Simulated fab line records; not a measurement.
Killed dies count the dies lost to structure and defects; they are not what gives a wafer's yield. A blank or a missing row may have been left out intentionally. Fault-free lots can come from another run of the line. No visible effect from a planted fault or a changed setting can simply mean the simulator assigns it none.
fab line records	flow nandHarc
[record] lots = 6	wafers = 18	lastDay = 34
route steps=1302 shown A_BONDPAD@1226 HYBRID_BOND@1237 THIN_TSV@1244 END@1302
lots that met no fault: from a run of the same line without faults
startH: hours from the record's opening day to when the first of the lot's shown wafers began	waitH: hours since the lot's step before	" same as the row above	L1.1+2: a row that stands for several wafers	- no value, or no start given	* or withheld: withheld	< > ~ a bound
route shown NAME@n: NAME is a module with steps in the file, n the number in the route of the first one	usual: average and standard deviation across the fault-free wafers	same: alike in all rows	chamber/n: place in a boat	sites: the reading at each site	_std_site: standard deviation across them	_edge_site: mean of outer sites minus mean of inner sites	radiusMm: how far each site lies from the wafer's centre	mask NAME#n: copy n	behind: the most recent tool/chamber to have shaped the wafer	hold: why the lot was held/for how many hours/how that ended	device: the n, p or np transistor that did not switch	end of line: tests of these same wafers at the route's end	a step given without rows: its recipe and nothing more	killed: dies lost to structure and defects at the first sort, not the wafer's yield	map: the dies of a wafer, with x for killed, . for not killed, _ for no die there
set.NAME: the run value of the setting; set.NAME@STEP: its run value at that earlier step	model.NAME: the simulator's own value behind a step, which no gauge read
certain route steps with their lots: each step a table, each wafer a row
services: the hour from which a tool's chamber was out of use, counted from the record's first day as startH (under 0 if before that day), plus the number of hours and why
[[steps]]
[step NHARC_A_BONDPAD_PRE_CLEAN_26]
[recipe] timeS = 30	tempC = 280	gas = H2/He
[step NHARC_A_BONDPAD_PVD_17]
[recipe] targetThkA = 50	biasV = 168.6	powerW = 15000	chamberPressurePa = 0.12	timeS = 8.06	substrateTempC = 50	material = TaN
[step NHARC_A_BONDPAD_PVD_27]
[recipe] targetThkA = 300	chamberPressurePa = 5	powerW = 5000	substrateTempC = 30	timeS = 20.49	material = Cu
[usual] throttleValvePct = 30.0/1.3
lot.wafer	tool	chamber	startH	waitH	throttleValvePct
L258.1	pvdSputter-03	-	-	-	29.5
L258.3	"	-	"	"	32.0
L258.5	"	-	"	"	30.8
L256.4	pvdSputter-03	-	-	-	29.4
L256.2	"	-	"	"	29.2
L256.6	"	-	"	"	29.6
L271.4	pvdSputter-01	-	-	-	29.1
L271.6	"	-	"	"	30.0
L271.5	"	-	"	"	31.8
L273.2	pvdSputter-02	-	-	-	29.2
L273.1	"	-	"	"	27.6
L273.4	"	-	"	"	28.5
L276.2	pvdSputter-03	-	-	-	29.5
L276.1	"	-	"	"	30.6
L276.6	"	-	"	"	29.5
L274.4	pvdSputter-02	-	-	-	29.4
L274.3	"	-	"	"	28.5
L274.5	"	-	"	"	27.4
[step NHARC_A_BONDPAD_ECD_18]
[recipe] targetThkA = 4000	bathTempC = 25	material = Cu
[step NHARC_A_BONDPAD_ANNEAL_28]
[recipe] tempC = 225	timeS = 90
[usual] annealTempC = 225.01/0.16	wafer_temp_C_max = 226.5/0.33
lot.wafer	tool	chamber	startH	waitH	annealTempC	wafer_temp_C_max
L258.1	rtpAnneal-01	0	578.33	-	224.64	226.1
L258.3	"	0	"	"	224.84	226.8
L258.5	"	0	"	"	225.03	226.2
L256.2	rtpAnneal-01	0	582.08	-	224.66	226.9
L256.4	"	0	"	"	224.89	226.4
L256.6	"	0	"	"	224.89	226.1
L271.4	rtpAnneal-02	0	715.76	0.3	224.86	226.2
L271.5	"	0	"	"	224.93	226.7
L271.6	"	0	"	"	225.11	226.5
L273.1	rtpAnneal-01	0	740.72	0.3	225.02	225.9
L273.2	"	0	"	"	225.01	226.4
L273.4	"	0	"	"	224.95	226.7
L276.1	rtpAnneal-01	0	766.98	0.3	224.88	226.4
L276.2	"	0	"	"	225.14	226.0
L276.6	"	0	"	"	225.03	226.2
L274.3	rtpAnneal-02	0	768.16	0.3	225.26	226.5
L274.4	"	0	"	"	225.11	226.7
L274.5	"	0	"	"	225.29	226.3
[step NHARC_A_BONDPAD_CMP_19]
[recipe] tOverpolishS = 30	cuRecessTouchS = 16	targetThkNm = 169.82
[step NHARC_A_BONDPAD_THK_MEAS_20]
[recipe] thkMeasGauge = xrf
[usual] thkNm = 169.5/1.5
lot.wafer	tool	chamber	startH	waitH	thkNm
L258.1	filmMetro-01	-	579.00	-	169.6
L258.3	"	-	"	"	170.8
L258.5	"	-	"	"	169.9
L256.2	filmMetro-01	-	582.69	-	171.2
L256.4	"	-	"	"	172.3
L256.6	"	-	"	"	171.0
L271.4	filmMetro-02	-	716.27	-	168.4
L271.5	"	-	"	"	167.0
L271.6	"	-	"	"	167.8
L273.1	filmMetro-01	-	741.39	-	168.2
L273.2	"	-	"	"	170.4
L273.4	"	-	"	"	168.0
L276.1	filmMetro-01	-	767.64	-	167.4
L276.2	"	-	"	"	169.8
L276.6	"	-	"	"	169.4
L274.3	filmMetro-01	-	768.73	-	168.8
L274.4	"	-	"	"	169.7
L274.5	"	-	"	"	168.2
[step NHARC_A_BONDPAD_SRD_21]
[recipe] timeS = 30	tempC = 23	dryTimeS = 20	spinRpm = 1500
[step NHARC_A_BONDPAD_INSPECT_23]
[usual] rawDefectCount = 568/150
lot.wafer	tool	chamber	startH	waitH	rawDefectCount
L258.1	defectInspect-02	-	579.20	0.0	509
L258.3	"	-	"	"	564
L258.5	"	-	"	"	539
L256.2	defectInspect-02	-	582.92	0.0	598
L256.4	"	-	"	"	827
L256.6	"	-	"	"	613
L271.4	defectInspect-01	-	716.48	0.0	558
L271.5	"	-	"	"	564
L271.6	"	-	"	"	470
L273.1	defectInspect-02	-	741.61	0.0	553
L273.2	"	-	"	"	479
L273.4	"	-	"	"	856
L276.1	defectInspect-02	-	767.87	0.0	377
L276.2	"	-	"	"	508
L276.6	"	-	"	"	370
L274.3	defectInspect-02	-	768.95	0.0	748
L274.4	"	-	"	"	668
L274.5	"	-	"	"	1001
[step NHARC_HYBRID_BOND_ACTIVATE_00]
[recipe] timeS = 60	n2FlowSccm = 200	arFlowSccm = 0	biasPowerW = 0	chemistry = N2
[usual] drypumpMotorCurrentA = 5.8/0.37	oesProductAu = 0.996/0.011	rfVppV = 64.0/0.92	showerheadPlenumPTorr = 1.75/0.075
lot.wafer	tool	chamber	startH	waitH	drypumpMotorCurrentA	oesProductAu	rfHoursCounterH	rfVppV	showerheadPlenumPTorr
L258.1	rieDiel-03	3	579.28	0.1	5.7	0.992	9	64.7	1.82
L258.3	"	0	"	"	5.5	0.979	8	63.4	1.80
L258.5	"	3	"	"	5.7	1.007	-	65.2	1.82
L256.4	rieDiel-07	2	582.98	0.1	6.2	1.004	32	64.3	1.89
L256.2	"	1	"	"	5.3	0.993	31	63.9	1.81
L256.6	"	3	"	"	5.4	0.987	-	63.5	1.67
L271.4	rieDiel-10	0	716.57	0.1	5.5	0.998	36	63.3	1.67
L271.6	"	1	"	"	5.3	0.983	-	64.4	1.76
L271.5	"	2	"	"	5.6	1.012	-	64.5	1.91
L273.4	rieDiel-03	2	741.67	0.1	6.4	1.007	7	64.1	1.68
L273.2	"	3	"	"	5.7	1.010	7	62.9	1.82
L273.1	"	1	"	"	6.1	0.990	7	64.5	1.71
L276.1	rieDiel-03	0	767.94	0.1	5.4	1.000	9	64.7	1.80
L276.2	"	1	"	"	6.1	0.985	9	64.3	1.71
L276.6	"	3	"	"	5.7	1.010	-	63.2	1.81
L274.4	rieDiel-03	1	769.02	0.1	6.1	0.982	9	62.5	1.71
L274.3	"	2	"	"	6.4	1.005	9	63.3	1.68
L274.5	"	0	"	"	5.4	0.993	-	63.8	1.80
[step NHARC_HYBRID_BOND_PRECLEAN_01]
[recipe] timeS = 300	tempC = 23	chemistry = DIW
[usual] tempC = 22.99/0.094
lot.wafer	tool	chamber	startH	waitH	tempC
L258.3	wetBench-10	6	579.43	0.1	22.94
L258.5	"	7	"	"	23.02
L258.1	"	0	"	"	23.02
L256.6	wetBench-08	0	583.16	0.1	23.03
L256.2	"	2	"	"	23.11
L256.4	"	4	"	"	23.00
L271.5	wetBench-10	3	716.71	0.1	22.95
L271.4	"	6	"	"	23.01
L271.6	"	7	"	"	22.83
L273.4	wetBench-10	1	741.83	0.1	22.92
L273.1	"	4	"	"	23.00
L273.2	"	5	"	"	23.09
L276.6	wetBench-08	3	768.10	0.1	22.96
L276.1	"	4	"	"	22.85
L276.2	"	6	"	"	23.12
L274.5	wetBench-08	4	769.17	0.1	23.09
L274.3	"	6	"	"	22.94
L274.4	"	7	"	"	23.01
[step NHARC_HYBRID_BOND_SRD_02]
[recipe] timeS = 30	tempC = 23	dryTimeS = 20	spinRpm = 1500
[step NHARC_HYBRID_BOND_BOND_03]
[recipe] tempC = 25
[step NHARC_HYBRID_BOND_ANNEAL_04]
[recipe] tempC = 300	timeS = 7200	rampUpCPerMin = 5	rampDownCPerMin = 3	idleTempC = 100	pressureAtm = 1
[step NHARC_HYBRID_BOND_OVL_MEAS_05]
[usual] overlayXNm = 3/31	overlayYNm = 2/34
lot.wafer	tool	chamber	startH	waitH	overlayXNm	overlayYNm
L258.1	overlay-01	-	589.19	0.4	-5	20
L258.3	"	-	"	"	-10	57
L258.5	"	-	"	"	7	-52
L256.2	overlay-02	-	593.57	0.4	-4	20
L256.4	"	-	"	"	-1	17
L256.6	"	-	"	"	77	-57
L271.4	overlay-01	-	726.17	0.4	33	-4
L271.5	"	-	"	"	47	33
L271.6	"	-	"	"	-28	-57
L273.1	overlay-02	-	754.36	0.4	-7	-16
L273.2	"	-	"	"	-16	-26
L273.4	"	-	"	"	19	-22
L276.1	overlay-02	-	781.03	0.4	-10	-41
L276.2	"	-	"	"	-13	43
L276.6	"	-	"	"	33	-36
L274.3	overlay-01	-	781.04	0.4	8	5
L274.4	"	-	"	"	51	17
L274.5	"	-	"	"	64	-10
[step NHARC_THIN_TSV_GRIND_00]
[recipe] targetThkUm = 6
[step NHARC_THIN_TSV_CMP_01]
[recipe] targetThkUm = 3
[usual] motorCurrentA = 12.4/1.1
lot.wafer	tool	chamber	startH	waitH	motorCurrentA
L258.3	cmp-03	0	591.82	0.6	11.4
L258.1	"	2	"	"	13.3
L258.5	"	3	"	"	14.6
L256.4	cmp-03	2	595.02	0.4	13.3
L256.2	"	3	"	"	14.1
L256.6	"	3	"	"	14.2
L271.4	cmp-03	3	728.88	0.5	14.5
L271.5	"	0	"	"	12.1
L271.6	"	1	"	"	13.2
L273.2	cmp-03	3	755.81	0.8	14.2
L273.1	"	1	"	"	13.0
L273.4	"	2	"	"	12.8
L276.2	cmp-04	3	782.50	0.9	10.7
L276.1	"	0	"	"	11.5
L276.6	"	3	"	"	10.6
L274.3	cmp-04	3	783.73	0.7	10.2
L274.4	"	1	"	"	12.7
L274.5	"	2	"	"	13.3
[step NHARC_THIN_TSV_THK_MEAS_02]
[recipe] thkMeasGauge = ir
[usual] thkNm = 2991/210
lot.wafer	tool	chamber	startH	waitH	thkNm
L258.1	filmMetro-01	-	592.05	-	2959
L258.3	"	-	"	"	2849
L258.5	"	-	"	"	3230
L256.2	filmMetro-02	-	595.28	-	2842
L256.4	"	-	"	"	2936
L256.6	"	-	"	"	2635
L271.4	filmMetro-02	-	729.07	-	3028
L271.5	"	-	"	"	2991
L271.6	"	-	"	"	3098
L273.1	filmMetro-02	-	756.07	-	3043
L273.2	"	-	"	"	2868
L273.4	"	-	"	"	2851
L276.1	filmMetro-01	-	782.74	0.2	3014
L276.2	"	-	"	"	3210
L276.6	"	-	"	"	2984
L274.3	filmMetro-01	-	783.97	0.2	3049
L274.4	"	-	"	"	2934
L274.5	"	-	"	"	2787
[step NHARC_THIN_TSV_SRD_03]
[step NHARC_THIN_TSV_PRECLEAN_41]
[recipe] timeS = *	tempC = 50	bathAgeMin = 0	chemistry = SC1
[step NHARC_THIN_TSV_SRD_42]
[step NHARC_THIN_TSV_DEP_43]
[recipe] targetThkA = 13285	tempC = withheld	pressureTorr = 6.5	rfW = 900	teosFlowSccm = 161.4	flowSccm = 2650	targetThkNm = 1328.5	gas = O2	material = SiO2
[step NHARC_THIN_TSV_DEHYDRATE_04]
[recipe] tempC = 150	timeS = 120
[step NHARC_THIN_TSV_HMDS_05]
[recipe] timeS = 30
[step NHARC_THIN_TSV_COAT_06]
[recipe] spinRpm = *
[step NHARC_THIN_TSV_SOFTBAKE_07]
[recipe] tempC = 122	timeS = 95
[step NHARC_THIN_TSV_EBR_08]
[step NHARC_THIN_TSV_EXPOSE_09]
[recipe] na = 0.55	doseMj = 30.7	maskId = TSV
[step NHARC_THIN_TSV_PEB_10]
[recipe] pebTempC = 118	pebTimeS = 85
[step NHARC_THIN_TSV_DEVELOP_11]
[recipe] timeS = 70
[step NHARC_THIN_TSV_CD_MEAS_12]
[recipe] targetCdNm = 1000	landingEnergyEv = 500
[usual] cdNm = 1000.3/1.8
lot.wafer	tool	chamber	startH	waitH	cdNm
L258.1	cdSem-01	0	593.11	-	1001.3
L258.3	"	0	"	"	999.1
L258.5	"	0	"	"	997.7
L256.2	cdSem-01	0	596.46	-	1001.4
L256.4	"	0	"	"	998.9
L256.6	"	0	"	"	1002.7
L271.4	cdSem-01	0	730.01	-	1001.7
L271.5	"	0	"	"	1001.5
L271.6	"	0	"	"	1002.1
L273.1	cdSem-02	0	757.12	-	1000.2
L273.2	"	0	"	"	998.6
L273.4	"	0	"	"	1000.1
L276.1	cdSem-02	0	783.79	-	1000.5
L276.2	"	0	"	"	1004.4
L276.6	"	0	"	"	1002.0
L274.3	cdSem-02	0	784.90	-	1003.6
L274.4	"	0	"	"	999.8
L274.5	"	0	"	"	1000.5
[step NHARC_THIN_TSV_HARDBAKE_13]
[recipe] tempC = 125	timeS = 80
[step NHARC_THIN_TSV_DESCUM_14]
[recipe] timeS = 3	o2FlowSccm = 200	arFlowSccm = 0	biasPowerW = 0	chemistry = O2
[usual] drypumpMotorCurrentA = 5.6/0.52	oesProductAu = 0.996/0.0078	rfVppV = 57.8/0.89	showerheadPlenumPTorr = 1.91/0.076	throttleValvePct = 11.311/0.0084
lot.wafer	tool	chamber	startH	waitH	drypumpMotorCurrentA	oesProductAu	rfHoursCounterH	rfVppV	showerheadPlenumPTorr	throttleValvePct
L258.1	rieDiel-13	0	593.28	-	6.4	0.979	3.3	57.5	1.85	11.314
L258.3	"	1	"	"	5.7	0.996	3.0	57.7	1.99	11.310
L258.5	"	2	"	"	5.1	0.998	-	56.7	1.80	11.306
L256.2	rieDiel-12	3	596.64	-	5.5	0.978	9.2	60.5	2.05	11.321
L256.4	"	0	"	"	5.1	0.993	6.8	58.4	1.94	11.320
L256.6	"	1	"	"	5.3	0.989	-	55.8	1.94	11.305
L271.4	rieDiel-12	0	730.20	-	5.1	1.001	-	57.7	1.94	11.310
L271.5	"	0	"	"	5.1	1.002	-	59.9	1.94	11.316
L271.6	"	2	"	"	5.0	0.999	-	57.4	1.82	11.299
L273.1	rieDiel-12	0	757.28	-	5.1	0.999	6.5	58.0	1.94	11.309
L273.2	"	2	"	"	5.0	0.998	9.2	56.5	1.82	11.314
L273.4	"	2	"	"	5.0	1.004	-	56.4	1.82	11.314
L276.2	rieDiel-13	0	783.95	-	6.4	1.004	3.6	57.9	1.84	11.295
L276.1	"	3	"	"	5.3	1.000	3.2	57.6	1.97	11.303
L276.6	"	1	"	"	5.7	0.995	-	58.2	1.99	11.325
L274.3	rieDiel-04	2	785.07	-	5.7	1.006	3.5	57.6	1.87	11.303
L274.4	"	3	"	"	6.8	0.992	3.1	59.1	1.98	11.306
L274.5	"	0	"	"	5.7	1.005	-	56.7	1.90	11.305
[step NHARC_THIN_TSV_ETCH_44]
[recipe] targetDepthA = 15942	timeS = 797.1	cf4FlowSccm = 150	o2FlowSccm = 10	arFlowSccm = 0	rfW = 300	biasW = 800	chemistry = CF4/O2
[step NHARC_THIN_TSV_ETCH_15]
[recipe] targetDepthA = 30000	boschTargetOveretchCycles = 2	boschEtchStepS = 2.8	boschDepStepS = 1.2	boschCycles = 14
[step NHARC_THIN_TSV_CD_MEAS_16]
[usual] cdNm = 1000.3/1.9
lot.wafer	tool	chamber	startH	waitH	cdNm
L258.1	cdSem-03	-	594.08	0.1	1000.9
L258.3	"	-	"	"	998.6
L258.5	"	-	"	"	998.7
L256.2	cdSem-02	-	597.44	0.1	1000.7
L256.4	"	-	"	"	998.5
L256.6	"	-	"	"	1003.3
L271.4	cdSem-02	-	731.37	0.1	1001.2
L271.5	"	-	"	"	1001.1
L271.6	"	-	"	"	1002.1
L273.1	cdSem-02	-	758.23	0.1	999.5
L273.2	"	-	"	"	998.2
L273.4	"	-	"	"	1000.0
L276.1	cdSem-02	-	784.76	0.1	1000.4
L276.2	"	-	"	"	1005.7
L276.6	"	-	"	"	1002.0
L274.3	cdSem-01	-	785.86	0.1	1003.4
L274.4	"	-	"	"	1000.0
L274.5	"	-	"	"	1000.8
[step NHARC_THIN_TSV_STRIP_45]
[recipe] powerW = 1500	tempC = 250	chemistry = O2
[step NHARC_THIN_TSV_STRIP_46]
[recipe] timeS = 1200	tempC = 72.5	chemistry = postEtchResidueRemover
[step NHARC_THIN_TSV_DEP_47]
[recipe] targetThkA = 2000	tempC = withheld	pressureTorr = 6.5	rfW = 900	teosFlowSccm = 161.4	flowSccm = 2650	targetThkNm = 200	gas = O2	material = SiO2
[step NHARC_END_SORT_01]
[recipe] tempC = 25
[usual] defectLimitedYield = 91.0/2.6	killedAtArray = 57/17	killedAtOther = 0.5/0.82	killedAtPeriphery = 4.0/2.8	killedDies = 61/18	killedOpen = 2.9/2	killedShort = 2.3/1.7
[same] grossDies = 677
lot.wafer	tool	chamber	startH	waitH	defectLimitedYield[%]	killedAtArray	killedAtOther	killedAtPeriphery	killedDies	killedOpen	killedShort
L258.1	prober-01	0	606.80	2.5	90.3	61	1	4	66	1	3
L258.3	prober-01	0	608.40	3.1	93.2	41	1	4	46	1	5
L258.5	prober-01	0	610.00	3.7	92.3	48	0	4	52	0	0
L271.4	prober-01	0	746.31	3.4	80.4	59	73	1	133	3	0
L271.5	prober-01	0	747.12	3.7	85.1	47	53	1	101	5	1
L271.6	prober-01	0	747.92	4.0	75.3	58	107	2	167	3	5
L273.1	prober-01	0	772.53	2.5	77.8	42	107	1	150	1	1
L273.2	prober-01	0	773.35	2.8	80.1	46	84	5	135	0	2
L273.4	prober-01	0	774.98	3.5	82.3	56	64	0	120	2	0
L276.1	prober-01	0	803.15	2.5	94.1	34	0	6	40	2	4
L276.2	prober-01	0	803.96	2.8	92.6	47	0	3	50	2	2
L276.6	prober-01	0	807.18	4.0	91.9	47	0	8	55	6	4
// killed by level:class
L258.1 A_SLIT:chamberFilmFlake=24 A_CONTACT:chamberFilmFlake=15 A_CHANNEL_HOLE_D2:chamberFilmFlake=10 A_CHANNEL_HOLE_D1:chamberFilmFlake=3 A_WL_FILL:chamberFilmFlake=3 P_ZERO_WELL:chamberFilmFlake=2 P_M0:geometricParticle:open=1 A_ONON_D2:geometricParticle:short=1
L258.3 A_SLIT:chamberFilmFlake=22 A_CHANNEL_HOLE_D2:chamberFilmFlake=6 A_STAIRCASE:chamberFilmFlake=3 P_M2:chamberFilmFlake=2 A_CONTACT:chamberFilmFlake=2 P_CONTACT:geometricParticle:short=1 A_ONON_D1:geometricParticle:short=1 A_CHANNEL_FILL_D1:geometricParticle:short=1
L258.5 A_SLIT:chamberFilmFlake=27 A_CONTACT:chamberFilmFlake=10 A_CHANNEL_HOLE_D2:chamberFilmFlake=5 P_M2:chamberFilmFlake=3 A_CHANNEL_FILL_D2:chamberFilmFlake=2 A_WL_FILL:chamberFilmFlake=2 P_ZERO_WELL:chamberFilmFlake=1 A_CHANNEL_HOLE_D1:chamberFilmFlake=1
L271.4 HYBRID_BOND:unspecified=73 A_CHANNEL_HOLE_D2:chamberFilmFlake=34 A_CHANNEL_HOLE_D1:chamberFilmFlake=11 A_SLIT:chamberFilmFlake=4 A_STAIRCASE:chamberFilmFlake=2 A_CONTACT:chamberFilmFlake=2 A_M0:chamberFilmFlake=2 A_CHANNEL_FILL_D1:geometricParticle:open=1
L271.5 HYBRID_BOND:unspecified=51 A_CHANNEL_HOLE_D2:chamberFilmFlake=19 A_CHANNEL_HOLE_D1:chamberFilmFlake=7 A_CONTACT:chamberFilmFlake=5 A_M0:chamberFilmFlake=5 A_SLIT:chamberFilmFlake=3 A_WL_FILL:geometricParticle:open=2 A_STAIRCASE:chamberFilmFlake=2
L271.6 HYBRID_BOND:unspecified=107 A_CHANNEL_HOLE_D2:chamberFilmFlake=24 A_CONTACT:chamberFilmFlake=8 A_CHANNEL_HOLE_D1:chamberFilmFlake=4 A_WL_FILL:chamberFilmFlake=4 A_SLIT:chamberFilmFlake=4 A_M0:chamberFilmFlake=4 A_SOURCE_PLATE:geometricParticle:short=2
L273.1 HYBRID_BOND:unspecified=107 A_SLIT:chamberFilmFlake=28 A_CHANNEL_HOLE_D1:chamberFilmFlake=7 A_CHANNEL_HOLE_D2:chamberFilmFlake=3 P_CONTACT:geometricParticle:open=1 A_WL_FILL:geometricParticle:short=1 A_ZERO_WELL:chamberFilmFlake=1 A_STAIRCASE:chamberFilmFlake=1
L273.2 HYBRID_BOND:unspecified=83 A_SLIT:chamberFilmFlake=27 A_CHANNEL_HOLE_D1:chamberFilmFlake=8 A_CHANNEL_HOLE_D2:chamberFilmFlake=3 A_STAIRCASE:chamberFilmFlake=3 P_ZERO_WELL:chamberFilmFlake=2 A_CONTACT:chamberFilmFlake=2 P_M2:geometricParticle:short=1
L273.4 HYBRID_BOND:unspecified=64 A_SLIT:chamberFilmFlake=27 A_CHANNEL_HOLE_D1:chamberFilmFlake=17 A_STAIRCASE:chamberFilmFlake=4 A_CHANNEL_HOLE_D2:chamberFilmFlake=2 A_CONTACT:chamberFilmFlake=2 A_CHANNEL_FILL_D1:geometricParticle:open=1 A_M0:geometricParticle:open=1
L276.1 A_CHANNEL_HOLE_D1:chamberFilmFlake=14 A_CONTACT:chamberFilmFlake=8 A_SLIT:chamberFilmFlake=5 A_CHANNEL_FILL_D2:geometricParticle:short=2 P_ZERO_WELL:chamberFilmFlake=2 P_CONTACT:geometricParticle:open=1 P_M0:geometricParticle:short=1 A_ONON_D1:geometricParticle:short=1
L276.2 A_CHANNEL_HOLE_D1:chamberFilmFlake=19 A_SLIT:chamberFilmFlake=12 A_CHANNEL_HOLE_D2:chamberFilmFlake=6 A_CONTACT:chamberFilmFlake=4 A_ONON_D2:geometricParticle:short=2 P_M0:geometricParticle:open=1 A_ONON_D2:geometricParticle:open=1 P_ZERO_WELL:chamberFilmFlake=1
L276.6 A_CHANNEL_HOLE_D1:chamberFilmFlake=17 A_CONTACT:chamberFilmFlake=12 A_SLIT:chamberFilmFlake=10 P_CONTACT:geometricParticle:short=2 P_M0:geometricParticle:open=2 P_GATE:chamberFilmFlake=2 P_CONTACT:geometricParticle:open=1 P_M1:geometricParticle:open=1
// map L271.6 (x killed, . not)
____________.____________
_________......._________
_______...x......._______
______.............______
_____..............._____
____.................____
____..........xxx....____
___..........xx.......___
___........x.xxxx.....___
__........xxxxxxxxx....__
__...x....xxxxxxxxx....__
_........x.xxxxxxxxx...._
_x.......x.xxxxxxxx....._
_....x....xxxxxxxxxx...x_
_.........xxxxxxxxx..x.._
_........xxxxxxxxxx.x.x._
............xxxxxxxxxxxx.
..........xxxxxxxxxxxxxx.
............xxxxxxxxxxx..
............xxxxx....xxx.
..........xx..xx...xxx.xx
_.............xx....xxxx_
_..x.....x..........xx.._
_.................xx.x.._
_.......x...........x..._
_......................._
__.x...x...............__
__.....x..x..x.........__
___..x................___
___...x.......x..x....___
____...........x.....____
____.........x.......____
_____..x.........x.._____
______.x...........______
_______..........._______
_________......._________
____________.____________
// map L273.1 (x killed, . not)
____________.____________
_________......._________
_______..........._______
______.............______
_____..............._____
____...........x.....____
____.....x..xx.......____
___.......x.xxxxx.....___
___......xxxxxxx......___
__......xxxxxxxx.x.....__
__...x..xxxxxxxxx......__
_.x.xx..xxxxxxxxxx......_
_...x...xxxxxxxxxx...x.._
_.......xxxxxxxxxxx....._
_..xxx.xxxxxxxxxxx......_
_x.xxx..x.xxxxxxx......._
.xxxxxx..xxxxxxx.x.......
...xxxx...xxxxxxx........
...xxx...x.xxx.x.........
.xxxxx.....xx............
..xx...x....x............
_.x...x................._
_..x...................._
_......................._
_....................x.._
_.....................x._
__....................x__
__....................x__
___...................___
___...................___
____.................____
____.................____
_____..............._____
______.............______
_______..x........_______
_________......._________
____________.____________
[[services]]
tool	chamber	startH	hours	kind
pvdSputter-02	-	554.03	4.9	repair
cmp-03	-	554.21	4.0	pm
rieDiel-12	0	572.92	12.8	repair
wetBench-10	-	582.89	1.5	repair
rieDiel-03	-	590.52	2.5	repair
pvdSputter-03	-	591.39	1.1	repair
cmp-03	-	594.31	0.5	repair
rieDiel-12	1	613.53	6.3	repair
rieDiel-03	1	613.66	9.7	repair
rieDiel-12	-	622.40	9.0	pm
rieDiel-03	-	635.55	9.0	pm
rieDiel-12	0	644.48	7.1	repair
wetBench-08	-	646.43	8.0	pm
cmp-03	-	652.21	4.0	pm
rieDiel-12	0	655.92	9.8	repair
wetBench-10	-	663.20	8.0	pm
pvdSputter-03	-	704.06	10.0	pm
rieDiel-12	1	716.41	44.4	repair
rieDiel-12	3	723.96	6.9	repair
rieDiel-12	-	727.28	1.3	repair
cmp-03	-	750.30	4.0	pm
pvdSputter-03	-	758.37	3.6	repair
cmp-03	-	758.51	2.3	repair
cmp-03	-	779.10	3.4	repair
[[key]]
[firstSign] step = NHARC_END_SORT_01	reading = killedAtOther	direction = up	sigmas = 81	usual = 0.5	struck = 81.3
[effect] step = NHARC_END_SORT_01	reading = killedDies	direction = up	sigmas = 4.2	usual = 61	struck = 134
[moreKillsBornAt] NHARC_HYBRID_BOND_PRECLEAN_01@wetBench-10 = 485
metAt NHARC_HYBRID_BOND_PRECLEAN_01
struckWafers L271.4,L271.5,L271.6,L273.1,L273.2,L273.4
onsetBetween 579.43 716.71
[fault] kind = chamberParticleSource	tool = wetBench-10	chamber = -	onsetH = 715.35	steps = NHARC_HYBRID_BOND_PRECLEAN_01	ratePerVisitCm2 = 1.8267	endH = 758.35
